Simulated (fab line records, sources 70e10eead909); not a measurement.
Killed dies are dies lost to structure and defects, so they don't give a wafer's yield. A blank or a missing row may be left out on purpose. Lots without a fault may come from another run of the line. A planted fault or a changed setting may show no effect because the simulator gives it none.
Chamber matching | flow nand_harc | NHARC_A_CONTACT_DESCUM_13 on rie_diel-02: 4 sister chambers
The step chemistry O2, time 3 s. 24 wafers are shown with their chamber, then 12 later ones without.

WAFERS WITH THEIR CHAMBER
wafer  | chamber | drypump_motor_current_A (A) | showerhead_plenum_p_Torr (Torr) | oes_product_au (a.u.)
L075.1 | 1       | 5.8                         | 1.99                            | 1.004
L075.2 | 2       | 6.3                         | 1.80                            | 1.004
L075.4 | 3       | 5.8                         | 1.88                            | 1.009
L074.1 | 3       | 5.8                         | 1.88                            | 1.004
L074.3 | 0       | 4.8                         | 1.84                            | 1.005
L074.4 | 1       | 5.8                         | 1.98                            | 0.997
L078.2 | 0       | 4.8                         | 1.84                            | 1.006
L078.3 | 3       | 5.8                         | 1.88                            | 1.011
L078.5 | 3       | 5.8                         | 1.88                            | 1.011
L081.1 | 1       | 5.8                         | 1.98                            | 1.002
L081.2 | 2       | 6.3                         | 1.79                            | 1.006
L081.5 | 1       | 5.8                         | 1.98                            | 1.004
L086.1 | 0       | 4.8                         | 1.84                            | 1.009
L086.5 | 0       | 4.8                         | 1.84                            | 0.989
L086.6 | 1       | 5.8                         | 1.98                            | 1.010
L085.2 | 0       | 4.8                         | 1.84                            | 0.994
L085.3 | 2       | 6.3                         | 1.79                            | 1.013
L085.6 | 3       | 5.9                         | 1.88                            | 1.005
L087.1 | 0       | 4.8                         | 1.84                            | 0.992
L087.2 | 2       | 6.3                         | 1.79                            | 0.998
L087.5 | 3       | 5.8                         | 1.88                            | 0.997
L089.3 | 3       | 5.8                         | 1.88                            | 1.005
L089.4 | 0       | 4.8                         | 1.84                            | 1.010
L089.5 | 1       | 5.8                         | 1.98                            | 1.006

SIGNATURES (means of the wafers above)
reading                  | chamber 0 | chamber 1 | chamber 2 | chamber 3 | scatter within a chamber
drypump_motor_current_A  | 4.800     | 5.800     | 6.300     | 5.814     | 0.0207
showerhead_plenum_p_Torr | 1.8400    | 1.9817    | 1.7925    | 1.8800    | 0.00281
oes_product_au           | 1.00071   | 1.00383   | 1.00525   | 1.00600   | 0.00638
Rule: a wafer's distance from a chamber is the root of the sum, over the readings, of the square of ((its reading less the chamber's mean) divided by the reading's scatter). The wafer belongs to the nearest chamber; if the next one is less than 2 further off, it can't be placed. The scatter: the root of (the sum of the squares of (reading less its chamber's mean) over the shown wafers, divided by (wafers less chambers)).

WAFERS WITHOUT THEIR CHAMBER
wafer  | drypump_motor_current_A (A) | showerhead_plenum_p_Torr (Torr) | oes_product_au (a.u.)
L090.2 | 4.8                         | 1.83                            | 0.995
L090.3 | 5.8                         | 1.88                            | 1.002
L090.5 | 5.8                         | 1.98                            | 0.994
L092.2 | 4.8                         | 1.83                            | 1.002
L092.4 | 5.8                         | 1.97                            | 1.022
L092.5 | 5.8                         | 1.97                            | 1.003
L093.2 | 5.8                         | 1.87                            | 1.004
L093.4 | 6.3                         | 1.79                            | 1.009
L093.6 | 5.8                         | 1.97                            | 1.011
L096.1 | 5.8                         | 1.97                            | 1.005
L096.3 | 4.7                         | 1.83                            | 0.996
L096.5 | 5.8                         | 1.97                            | 0.997

WHICH CHAMBER EACH WENT THROUGH
wafer  | from the rows above | in truth
L090.2 | 0                   | 0
L090.3 | 3                   | 3
L090.5 | 1                   | 1
L092.2 | 0                   | 0
L092.4 | 1                   | 1
L092.5 | 1                   | 1
L093.2 | 3                   | 3
L093.4 | 2                   | 2
L093.6 | 1                   | 1
L096.1 | 1                   | 1
L096.3 | 0                   | 0
L096.5 | 1                   | 1
Placed correctly: 12 of 12. Can't be placed from these rows: 0. Placed wrongly: 0.
